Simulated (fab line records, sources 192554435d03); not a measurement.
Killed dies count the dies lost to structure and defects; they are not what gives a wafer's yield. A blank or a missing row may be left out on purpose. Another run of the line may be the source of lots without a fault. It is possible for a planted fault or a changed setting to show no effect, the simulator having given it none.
Chamber matching -- flow n5 finfet -- N5_FIN_SAQP_HM_OPEN_73 on rie diel-04: 4 sister chambers
The step chemistry CHF3/O2, target SiO2, stops on a-Si, target depth 12 nm, time 16.8 s. 16 wafers are shown with their chamber, then 8 later ones without.

== WAFERS WITH THEIR CHAMBER ==
wafer,chamber,drypump motor current A (A),showerhead plenum p Torr (Torr),rf vpp V (V)
L075.2,0,5.53,2.40,512
L075.3,3,5.21,2.41,525
L075.5,1,5.93,2.33,525
L077.2,0,5.51,2.40,512
L077.3,3,5.22,2.41,524
L077.5,0,5.52,2.40,511
L079.1,2,5.39,2.38,520
L079.3,0,5.55,2.40,509
L079.4,3,5.24,2.41,524
L083.1,3,5.22,2.40,523
L083.4,2,5.42,2.37,519
L083.5,3,5.21,2.40,524
L084.4,2,5.40,2.37,519
L084.5,3,5.23,2.40,523
L084.6,2,5.40,2.37,519
L085.1,3,5.23,2.40,524

SIGNATURES, as means of the wafers listed above
reading,chamber 0,chamber 1,chamber 2,chamber 3,scatter within a chamber
drypump motor current A,5.5275,5.9300,5.4025,5.2229,0.0132
showerhead plenum p Torr,2.4000,2.3300,2.3725,2.4043,0.00453
rf vpp V,511.00,525.00,519.25,523.86,0.895
Rule: a wafer's distance from a chamber is the root of the sum, over the readings, of the square of ((its reading less the chamber's mean) divided by the reading's scatter). If the next closest chamber is less than 2 further off than the closest, the wafer can't be placed; otherwise it belongs to the closest. The scatter: take each reading less its chamber's mean, square it, sum over the shown wafers, divide by the number of wafers less the number of chambers, and take the root.

== WAFERS WITHOUT THEIR CHAMBER ==
wafer,drypump motor current A (A),showerhead plenum p Torr (Torr),rf vpp V (V)
L085.2,5.42,2.37,519
L085.6,5.54,2.40,511
L086.2,5.22,2.40,524
L086.3,5.39,2.37,519
L086.4,5.54,2.40,512
L089.2,5.41,2.37,517
L089.4,5.92,2.32,524
L089.5,5.21,2.40,524

== EACH ONE'S CHAMBER ==
wafer,from the rows above,in truth
L085.2,2,2
L085.6,0,0
L086.2,3,3
L086.3,2,2
L086.4,0,0
L089.2,2,2
L089.4,1,1
L089.5,3,3
Correct placement for 8 of the 8. Number that these rows cannot place: 0. 0 placed wrongly.
